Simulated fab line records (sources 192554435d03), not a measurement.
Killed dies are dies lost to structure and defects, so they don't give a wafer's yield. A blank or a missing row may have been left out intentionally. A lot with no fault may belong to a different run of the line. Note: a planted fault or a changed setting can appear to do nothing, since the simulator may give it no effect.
Code-filled problem report in 8D (eight disciplines) form / flow n5 finfet / the parts of the form that need people (team, actions taken, sign-off) are left out

## 1. WHAT WENT WRONG
V6_OVL at N5_BEOL_M7_OVL_MEAS_29 reads a mean of 9.3 nm on 9 wafers of 3 lots; wafers without a fault read -0.2 nm with a standard deviation of 0.7. That is +14 standard deviations from the usual mean.
Seen first at day 10 17:28 on overlay-01, wafer L492.1. The record has a number at this step for 34 wafers belonging to 12 lots. Rule for "out", or "out of limits": more than 4 standard deviations from the usual mean. All remaining wafers that have a number are taken as sound.

## 2. WHAT IT IS AND WHAT IT IS NOT
question=which readings at this step | is=V6_OVL | is not=-
question=which lots | is=L492, L493, L494 | is not=L487, L488, L489, L496, L500, L503, L504, L505, L509
question=which wafers of those lots | is=all that have a number | is not=-
question=read on which gauges | is=overlay-01, overlay-02 | is not=-
question=when | is=from day 10 17:28 | is not=up to then (8 sound wafers); but 17 sound wafers of L496, L500, L503, L504, L505, L509 came after

## 3. THE SUSPECTS, EACH WITH WHAT RULES IT OUT
Counting: a tool at any process step up to the reading remains a suspect when it ran all the lots that are out and ran no sound lot after the first of those.
- the gauge at N5_BEOL_M7_OVL_MEAS_29 is ruled out. 2 gauges (overlay-01, overlay-02) read the wafers that are out.
- euv scanner-02 at N5_BEOL_M7_EXPOSE_25 (exposes mask V6, target cd 40 nm): kept. It ran every lot that is out, first L492 (day 10 17:18), and no sound lot after that; its last sound lot up to then is L488 (day 9 11:10).
Left after counting: euv scanner-02 at N5_BEOL_M7_EXPOSE_25.

## 4. THE CAUSE (what the simulator had put in)
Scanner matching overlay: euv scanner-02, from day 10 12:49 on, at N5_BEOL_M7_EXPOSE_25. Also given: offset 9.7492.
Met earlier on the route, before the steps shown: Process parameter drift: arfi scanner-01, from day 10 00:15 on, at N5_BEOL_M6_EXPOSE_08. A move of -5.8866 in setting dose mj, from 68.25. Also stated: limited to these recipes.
After counting, this tool was the only one left.

## 5. THE EFFECT CHAIN, in route order
Each row: a reading whose mean over the struck wafers that have a number lies more than 3 standard deviations from the usual. Only readings whose record carries a usual standard deviation are examined. hours: median over the lots of the time between each lot's start at the first step of this table that gives one and its start at this step. sigmas: the change, counted in usual standard deviations.
hours=0; step=N5_BEOL_M7_OVL_MEAS_29; reading=V6_OVL; usual=-0.2 nm; on struck wafers=9.3; change=+9.5; sigmas=+14

## 6. HOW IT WOULD HAVE BEEN CAUGHT EARLIER
In this record the first reading out of limits at a measuring or inspecting step was taken at day 10 17:28, 5 hours after the fault began at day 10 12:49.
Of the lots that are out (3), L493, L494 began N5_BEOL_M7_EXPOSE_25 on euv scanner-02 after day 10 17:28. A hold on the tool at that time would have spared those 2.
